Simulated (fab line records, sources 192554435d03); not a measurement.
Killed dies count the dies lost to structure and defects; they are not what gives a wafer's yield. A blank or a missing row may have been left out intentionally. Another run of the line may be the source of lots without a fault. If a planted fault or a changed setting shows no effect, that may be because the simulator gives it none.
fab line records	flow n5Finfet	part 1 of 2: steps 1 to 4 of 6
record: lots: 22	wafers: 66	lastDay: 18
route steps=1938 shown BEOL_M8@1332
lots untouched by any fault: they come from a run of this same line in which no faults occurred
startH: hours from the record's opening day to when the first of the lot's shown wafers began	waitH: hours since the lot's step before	" as in the row above	L1.1+2: one row covering several wafers at once	- either no value or no given start	* or withheld: withheld	< > ~ a bound
route shown NAME@n: names a module that has steps shown in the file, with the first one's number in the route	usual: average and standard deviation across the fault-free wafers	same: alike in all rows	chamber/n: place in a boat	sites: the reading at each site	_std_site: their standard deviation	_edge_site: mean of outer sites minus mean of inner sites	radiusMm: for every site, how far away it sits from the centre of the wafer	mask NAME#n: copy n	behind: tool/chamber where the wafer was last shaped	hold: what put the lot on hold/how long, in hours/how the hold closed	device: the n, p or np transistor that did not switch	end of line: at the end of the route, the tests of the same wafers	a step given without rows: its recipe and nothing more	killed: at the first sort, the dies lost to defects and structure; wafer yield is something else	map: dies across one wafer; x = killed, . = not, _ = none there
set.NAME: the setting that was run; set.NAME@STEP: the one run at that earlier step	model.NAME: the simulator's own value behind a step, which no gauge read
a sample of lots followed through the steps of the route, with each step as a table and each wafer as a row
services: when a tool's chamber went out of use (startH, in hours from the record's first day, below 0 if earlier), for how many hours, and the reason
== steps ==
step: N5_BEOL_M8_ILD_DEP_00
recipe: material: SiCOH_lowk	targetThkA: 1797.5	tempC: 300	precursor: DEMS/porogen	pressureTorr: 5	rfW: 500	timeS: 33.4
usual: heaterPowerW: 333/62	showerheadPlenumPTorr: 5.739/0.013	showerheadVppV: 1353/40	throttleValvePct: 13.9/0.63
lot.wafer	tool	chamber	startH	waitH	heaterPowerW	showerheadPlenumPTorr	showerheadVppV	throttleValvePct
L075.1	pecvd-03	0	195.56	0.0	331	5.717	1325	13.8
L075.3	"	2	"	"	248	5.744	1240	12.9
L075.5	"	1	"	"	301	5.726	1332	14.1
L074.2	pecvd-02	1	197.64	0.0	406	5.766	1380	14.4
L074.3	"	2	"	"	367	5.744	1403	13.1
L074.6	"	2	"	"	374	5.755	1388	12.9
L076.2	pecvd-03	1	205.01	0.0	296	5.714	1312	13.8
L076.5	"	1	"	"	297	5.724	1319	14.0
L076.6	"	0	"	"	345	5.714	1308	13.4
L077.2	pecvd-02	1	214.01	0.0	382	5.755	1377	14.6
L077.3	"	2	"	"	419	5.737	1386	13.3
L077.6	"	0	"	"	243	5.736	1341	14.6
L079.1	pecvd-01	2	228.91	0.0	302	5.727	1403	13.4
L079.2	"	1	"	"	293	5.754	1355	13.2
L079.5	"	1	"	"	298	5.743	1365	13.2
L080.1	pecvd-03	2	236.77	0.0	295	5.745	1237	12.7
L080.4	"	2	"	"	289	5.734	1233	12.7
L080.5	"	0	"	"	356	5.720	1303	13.6
L082.1	pecvd-02	0	244.07	0.0	290	5.746	1366	14.8
L082.2	"	1	"	"	408	5.761	1375	14.4
L082.4	"	1	"	"	415	5.751	1366	14.4
L081.3	pecvd-02	0	244.60	0.1	256	5.746	1349	14.7
L081.4	"	1	"	"	450	5.754	1365	14.4
L081.6	"	0	"	"	277	5.730	1349	14.9
L084.3	pecvd-01	0	253.76	0.1	294	5.726	1293	13.8
L084.4	"	2	"	"	297	5.728	1419	13.8
L084.6	"	2	"	"	307	5.733	1395	13.9
L083.1	pecvd-02	1	254.23	0.0	403	5.755	1377	14.4
L083.3	"	0	"	"	285	5.740	1359	14.7
L083.5	"	2	"	"	392	5.748	1411	13.4
L085.3	pecvd-02	1	255.63	0.0	395	5.746	1388	14.5
L085.5	"	1	"	"	425	5.750	1368	14.2
L085.6	"	0	"	"	292	5.747	1347	14.9
L087.3	pecvd-03	2	276.93	0.0	290	5.739	1244	13.1
L087.4	"	1	"	"	317	5.727	1346	14.0
L087.5	"	2	"	"	302	5.738	1234	13.0
L088.1	pecvd-01	1	283.45	0.0	268	5.756	1355	13.1
L088.3	"	2	"	"	375	5.728	1381	13.9
L088.4	"	1	"	"	279	5.756	1356	13.6
L089.2	pecvd-01	1	305.41	0.0	301	5.765	1358	13.1
L089.4	"	0	"	"	312	5.746	1338	14.0
L089.5	"	2	"	"	297	5.723	1423	14.0
L090.1	pecvd-01	1	306.70	0.0	269	5.743	1353	13.3
L090.3	"	0	"	"	291	5.748	1331	14.0
L090.5	"	0	"	"	294	5.730	1349	13.8
L093.2	pecvd-02	2	306.79	0.0	418	5.748	1403	13.2
L093.4	"	1	"	"	453	5.733	1350	14.6
L093.6	"	2	"	"	436	5.738	1407	13.3
L091.3	pecvd-01	0	311.15	0.0	324	5.730	1316	14.2
L091.5	"	2	"	"	338	5.733	1416	14.1
L091.6	"	0	"	"	328	5.737	1330	13.9
L092.1	pecvd-02	2	318.10	0.0	355	5.741	1381	13.4
L092.2	"	1	"	"	424	5.751	1371	14.3
L092.3	"	0	"	"	292	5.736	1324	14.9
L095.1	pecvd-01	2	333.28	0.0	364	5.722	1403	14.3
L095.3	"	0	"	"	323	5.740	1305	13.9
L095.6	"	2	"	"	364	5.736	1393	14.2
L094.3	pecvd-02	1	340.55	0.0	439	5.749	1336	14.2
L094.5	"	1	"	"	430	5.758	1360	14.4
L094.6	"	0	"	"	259	5.733	1362	15.0
L097.1	pecvd-02	2	346.56	0.0	417	5.723	1378	13.2
L097.3	"	0	"	"	269	5.729	1347	14.9
L097.6	"	2	"	"	420	5.741	1390	13.5
L096.1	pecvd-02	2	353.18	0.0	396	5.735	1362	13.1
L096.4	"	1	"	"	446	5.746	1348	14.3
L096.5	"	2	"	"	394	5.757	1385	13.3
step: N5_BEOL_M8_CD_MEAS_11
recipe: targetCdNm: 38.5	landingEnergyEv: 500	detector: seInlens	polarity: opening
usual: cdNm: 38.4/0.45
lot.wafer	tool	chamber	startH	waitH	cdNm
L075.1	cdSem-01	0	197.72	-	38.4
L075.3	"	0	"	"	38.7
L075.5	"	0	"	"	38.1
L074.2	cdSem-03	0	200.76	-	37.6
L074.3	"	0	"	"	38.6
L074.6	"	0	"	"	39.1
L076.2	cdSem-02	0	207.90	-	37.8
L076.5	"	0	"	"	38.4
L076.6	"	0	"	"	38.5
L077.2	cdSem-03	0	217.19	-	38.0
L077.3	"	0	"	"	38.1
L077.6	"	0	"	"	38.1
L079.1	cdSem-03	0	230.56	-	38.8
L079.2	"	0	"	"	39.1
L079.5	"	0	"	"	38.7
L080.1	cdSem-03	0	241.59	-	38.6
L080.4	"	0	"	"	38.4
L080.5	"	0	"	"	38.3
L082.1	cdSem-03	0	246.20	-	38.1
L082.2	"	0	"	"	38.0
L082.4	"	0	"	"	38.3
L081.3	cdSem-03	0	246.44	-	37.8
L081.4	"	0	"	"	38.7
L081.6	"	0	"	"	38.2
L084.3	cdSem-02	0	254.91	-	37.3
L084.4	"	0	"	"	38.0
L084.6	"	0	"	"	37.8
L083.1	cdSem-01	0	259.12	-	38.4
L083.3	"	0	"	"	37.9
L083.5	"	0	"	"	37.7
L085.3	cdSem-01	0	259.72	-	37.9
L085.5	"	0	"	"	37.4
L085.6	"	0	"	"	38.6
L087.3	cdSem-02	0	278.96	-	37.4
L087.4	"	0	"	"	38.4
L087.5	"	0	"	"	38.3
L088.1	cdSem-01	0	291.12	-	38.3
L088.3	"	0	"	"	38.0
L088.4	"	0	"	"	38.3
L089.2	cdSem-01	0	306.89	-	38.3
L089.4	"	0	"	"	38.8
L089.5	"	0	"	"	38.4
L090.1	cdSem-01	0	309.47	-	37.4
L090.3	"	0	"	"	37.9
L090.5	"	0	"	"	37.7
L093.2	cdSem-03	0	309.52	-	38.8
L093.4	"	0	"	"	38.7
L093.6	"	0	"	"	39.1
L091.3	cdSem-01	0	313.78	-	38.6
L091.5	"	0	"	"	38.5
L091.6	"	0	"	"	38.7
L092.1	cdSem-03	0	320.51	-	38.1
L092.2	"	0	"	"	37.9
L092.3	"	0	"	"	39.1
L095.1	cdSem-02	0	334.54	-	38.6
L095.3	"	0	"	"	39.3
L095.6	"	0	"	"	38.9
L094.3	cdSem-01	0	342.02	-	38.4
L094.5	"	0	"	"	37.5
L094.6	"	0	"	"	38.1
L097.1	cdSem-02	0	347.70	-	37.5
L097.3	"	0	"	"	38.2
L097.6	"	0	"	"	38.2
L096.1	cdSem-03	0	356.16	-	38.6
L096.4	"	0	"	"	38.8
L096.5	"	0	"	"	39.0
step: N5_BEOL_M8_DESCUM_16
recipe: chemistry: O2	timeS: 7.9	sourcePowerW: 50	biasPowerW: 20	pressureMtorr: 20	rfFrequencyHz: 2.712e+07	tempC: 40	resist: CAR-ArF	o2FlowSccm: 225
usual: drypumpMotorCurrentA: 5.8/0.46	o2FlowSccm: 224.9/0.66	oesProductAu: 0.84/0.075	rfVppV: 243.2/1.3	showerheadPlenumPTorr: 2.09/0.07	throttleValvePct: 20.29/0.21
lot.wafer	tool	chamber	startH	waitH	drypumpMotorCurrentA	o2FlowSccm	oesProductAu	rfHoursCounterH	rfVppV	showerheadPlenumPTorr	throttleValvePct
L075.1	rieDiel-05	3	197.81	0.0	5.2	226.0	0.88	39	245.0	2.21	20.26
L075.3	"	0	"	"	5.8	225.1	0.90	31	243.1	2.04	20.23
L075.5	"	1	"	"	5.6	223.8	0.85	-	240.6	2.04	20.46
L074.2	rieDiel-02	1	200.88	0.1	5.3	225.7	0.84	62	242.9	2.12	20.26
L074.3	"	3	"	"	5.7	225.3	0.90	23	242.1	2.13	20.02
L074.6	"	2	"	"	6.2	225.1	0.81	-	244.6	2.21	20.26
L076.2	rieDiel-02	2	208.03	0.1	6.2	225.1	0.81	88	245.2	2.21	20.25
L076.5	"	3	"	"	5.7	224.3	0.90	-	245.5	2.13	20.05
L076.6	"	2	"	"	6.2	224.1	0.81	-	246.4	2.21	20.25
L077.2	rieDiel-04	2	217.38	0.1	5.8	224.1	0.69	253	242.2	2.04	20.47
L077.3	"	1	"	"	5.4	224.7	0.87	50	243.6	2.13	20.27
L077.6	"	3	"	"	6.5	225.5	0.70	-	245.5	2.16	20.56
L079.1	rieDiel-02	0	230.65	0.0	5.8	224.9	0.70	209	241.3	1.98	20.37
L079.2	"	1	"	"	5.2	225.1	0.83	74	244.8	2.12	20.27
L079.5	"	3	"	"	5.6	224.1	0.87	-	243.5	2.13	20.04
L080.1	rieDiel-05	0	241.70	0.1	5.8	223.4	0.87	50	242.7	2.03	20.26
L080.4	"	2	"	"	6.5	225.0	0.97	4	242.8	2.14	20.36
L080.5	"	1	"	"	5.6	225.0	0.82	-	243.6	2.03	20.47
L082.1	rieDiel-05	2	246.30	0.0	6.5	225.8	0.99	6	244.0	2.14	20.37
L082.2	"	0	"	"	5.7	223.6	0.87	52	242.6	2.03	20.27
L082.4	"	1	"	"	5.7	224.9	0.83	70	240.4	2.03	20.46
L081.3	rieDiel-04	2	246.68	0.2	5.8	223.9	1.00	4	242.7	2.03	20.14
L081.4	"	3	"	"	6.5	225.0	0.70	228	244.8	2.16	20.59
L081.6	"	3	"	"	6.5	225.2	0.70	-	243.9	2.16	20.59
L084.3	rieDiel-05	0	255.18	0.2	5.8	224.9	0.86	55	242.7	2.03	20.27
L084.4	"	2	"	"	6.6	224.8	0.98	9	242.9	2.14	20.37
L084.6	"	2	"	"	6.5	224.1	0.97	-	244.3	2.14	20.36
L083.1	rieDiel-05	2	259.35	0.2	6.5	223.8	0.96	10	243.1	2.14	20.39
L083.3	"	3	"	"	5.2	223.8	0.84	64	244.0	2.21	20.30
L083.5	"	3	"	"	5.2	225.2	0.84	-	245.3	2.20	20.30
L085.3	rieDiel-05	0	260.05	0.3	5.8	223.8	0.87	57	242.8	2.03	20.29
L085.5	"	2	"	"	6.5	225.5	0.97	-	243.9	2.14	20.36
L085.6	"	1	"	"	5.7	224.9	0.82	-	241.8	2.03	20.47
L087.3	rieDiel-04	3	279.07	0.1	6.5	224.6	0.69	237	243.8	2.15	20.61
L087.4	"	2	"	"	5.8	226.3	0.96	17	243.7	2.03	20.13
L087.5	"	0	"	"	5.2	223.9	0.89	-	242.9	2.03	19.82
L088.1	rieDiel-05	3	291.32	0.2	5.2	225.5	0.84	72	244.1	2.20	20.31
L088.3	"	2	"	"	6.5	225.9	0.93	19	243.3	2.14	20.38
L088.4	"	1	"	"	5.7	225.0	0.80	84	242.5	2.03	20.50
L089.2	rieDiel-02	3	307.22	0.3	5.7	224.5	0.84	57	243.0	2.12	20.09
L089.4	"	2	"	"	6.2	224.5	0.77	119	245.8	2.19	20.28
L089.5	"	3	"	"	5.6	224.8	0.84	-	242.0	2.12	20.07
L090.1	rieDiel-05	0	309.63	0.1	5.7	225.1	0.83	73	242.3	2.02	20.31
L090.3	"	2	"	"	6.5	225.1	0.92	25	243.2	2.14	20.40
L090.5	"	1	"	"	5.6	224.7	0.80	-	241.8	2.02	20.50
L093.2	rieDiel-04	2	309.71	0.1	5.8	225.3	0.93	29	242.1	2.03	20.18
L093.4	"	1	"	"	5.4	224.9	0.82	-	244.2	2.12	20.33
L093.6	"	0	"	"	5.2	225.3	0.85	-	240.9	2.03	19.84
L091.3	rieDiel-04	3	314.19	0.4	6.5	225.4	0.68	245	244.8	2.15	20.61
L091.5	"	3	"	"	6.5	225.7	0.69	-	244.7	2.15	20.62
L091.6	"	0	"	"	5.2	224.7	0.84	-	242.3	2.03	19.84
L092.1	rieDiel-05	0	320.60	0.0	5.8	224.9	0.83	75	240.1	2.02	20.32
L092.2	"	1	"	"	5.6	224.7	0.79	93	242.4	2.02	20.52
L092.3	"	2	"	"	6.5	224.7	0.92	27	244.9	2.14	20.41
L095.1	rieDiel-04	0	334.68	0.1	5.2	225.4	0.84	54	243.8	2.02	19.85
L095.3	"	1	"	"	5.4	224.7	0.81	98	242.6	2.11	20.36
L095.6	"	2	"	"	5.8	223.9	0.91	-	243.5	2.02	20.19
L094.3	rieDiel-05	0	342.64	0.6	5.8	224.7	0.82	83	242.2	2.02	20.32
L094.5	"	2	"	"	6.5	224.9	0.91	-	245.4	2.13	20.43
L094.6	"	1	"	"	5.6	224.2	0.79	-	241.7	2.02	20.52
L097.1	rieDiel-04	2	347.79	0.0	5.8	225.7	0.91	43	243.3	2.02	20.20
L097.3	"	2	"	"	5.8	225.1	0.91	-	241.1	2.02	20.17
L097.6	"	2	"	"	5.8	225.0	0.91	-	242.2	2.02	20.19
L096.1	rieDiel-05	2	356.47	0.1	6.6	223.6	0.89	42	243.7	2.13	20.43
L096.4	"	2	"	"	6.5	223.8	0.89	-	243.4	2.13	20.44
L096.5	"	1	"	"	5.6	226.1	0.78	-	241.8	2.02	20.53
step: N5_BEOL_M8_HM_OPEN_17
recipe: chemistry: Cl2/BCl3	targetDepthA: 200	overetchA: 60	target: TiN	maskMaterial: SOC	ionEnergyEv: 150	pressureMtorr: 10	icpW: 1000	biasW: 126	Cl2_flow_sccm: 53.25	bcl3FlowSccm: 21.75	Ar_flow_sccm: 25
usual: drypumpMotorCurrentA: 6.00/0.23	oesProductAu: 0.68/0.099	throttleValvePct: 22.19/0.17
lot.wafer	tool	chamber	startH	waitH	drypumpMotorCurrentA	oesProductAu	rfHoursCounterH	throttleValvePct
L075.1	rieMetal-03	1	198.09	0.0	6.02	0.68	37	22.14
L075.3	"	0	"	"	6.14	0.53	-	22.28
L075.5	"	1	"	"	5.99	0.67	-	22.16
L074.2	rieMetal-01	0	201.16	0.0	6.30	0.66	37	22.00
L074.3	"	0	"	"	6.26	0.66	-	22.00
L074.6	"	0	"	"	6.27	0.67	-	21.99
L076.2	rieMetal-03	0	208.30	0.0	6.12	0.54	121	22.25
L076.5	"	1	"	"	5.95	0.68	-	22.16
L076.6	"	0	"	"	6.14	0.53	-	22.27
L077.2	rieMetal-03	0	217.66	0.0	6.10	0.53	122	22.27
L077.3	"	1	"	"	5.96	0.67	-	22.14
L077.6	"	1	"	"	5.97	0.68	-	22.15
L079.1	rieMetal-03	0	230.93	0.0	6.13	0.53	124	22.26
L079.2	"	1	"	"	5.98	0.68	41	22.14
L079.5	"	1	"	"	5.96	0.68	-	22.14
L080.1	rieMetal-03	1	241.98	0.0	6.00	0.67	41	22.14
L080.4	"	1	"	"	5.99	0.67	-	22.16
L080.5	"	1	"	"	5.99	0.67	-	22.17
L082.1	rieMetal-02	0	246.58	0.0	5.76	0.83	0	22.45
L082.2	"	1	"	"	5.46	0.53	111	22.28
L082.4	"	0	"	"	5.76	0.83	-	22.44
L081.3	rieMetal-03	0	246.99	0.1	6.12	0.54	-	22.30
L081.4	"	1	"	"	5.99	0.67	-	22.16
L081.6	"	0	"	"	6.13	0.52	-	22.29
L084.3	rieMetal-02	0	255.49	0.1	5.75	0.82	-	22.44
L084.4	"	1	"	"	5.46	0.53	-	22.26
L084.6	"	1	"	"	5.47	0.53	-	22.27
L083.1	rieMetal-03	1	259.63	0.0	5.97	0.68	43	22.15
L083.3	"	1	"	"	5.94	0.67	-	22.16
L083.5	"	1	"	"	5.96	0.67	-	22.13
L085.3	rieMetal-01	0	260.40	0.1	6.29	0.65	-	22.02
L085.5	"	1	"	"	6.14	0.79	-	22.06
L085.6	"	0	"	"	6.26	0.65	-	22.00
L087.3	rieMetal-02	0	279.38	0.1	5.78	0.80	-	22.45
L087.4	"	1	"	"	5.46	0.53	-	22.25
L087.5	"	1	"	"	5.47	0.53	-	22.26
L088.1	rieMetal-01	0	291.60	0.0	6.25	0.64	47	22.02
L088.3	"	1	"	"	6.17	0.78	-	22.05
L088.4	"	0	"	"	6.24	0.64	-	22.03
L089.2	rieMetal-02	0	307.53	0.1	5.79	0.79	-	22.45
L089.4	"	0	"	"	5.79	0.79	-	22.47
L089.5	"	0	"	"	5.76	0.79	-	22.45
L090.1	rieMetal-03	0	309.91	0.0	6.14	0.79	2	21.85
L090.3	"	0	"	"	6.12	0.80	-	21.85
L090.5	"	1	"	"	5.99	0.65	-	22.19
L093.2	rieMetal-02	0	310.02	0.1	5.77	0.77	-	22.49
L093.4	"	0	"	"	5.78	0.79	-	22.45
L093.6	"	0	"	"	5.77	0.78	-	22.48
L091.3	rieMetal-02	0	314.53	0.1	5.78	0.79	-	22.45
L091.5	"	0	"	"	5.77	0.79	-	22.47
L091.6	"	0	"	"	5.79	0.78	-	22.47
L092.1	rieMetal-01	0	320.88	0.0	6.26	0.64	50	22.03
L092.2	"	1	"	"	6.12	0.76	13	22.06
L092.3	"	1	"	"	6.15	0.76	-	22.07
L095.1	rieMetal-03	0	334.96	0.0	6.13	0.80	4	21.84
L095.3	"	0	"	"	6.13	0.80	-	21.84
L095.6	"	0	"	"	6.12	0.79	-	21.84
L094.3	rieMetal-01	1	342.94	0.1	6.19	0.73	-	22.09
L094.5	"	1	"	"	6.18	0.74	-	22.10
L094.6	"	0	"	"	6.28	0.62	-	22.04
L097.1	rieMetal-01	0	348.20	0.0	6.30	0.62	53	22.05
L097.3	"	1	"	"	6.17	0.75	-	22.09
L097.6	"	1	"	"	6.17	0.74	-	22.08
L096.1	rieMetal-01	1	356.75	0.0	6.18	0.74	18	22.09
L096.4	"	0	"	"	6.29	0.63	-	22.03
L096.5	"	1	"	"	6.15	0.74	-	22.08
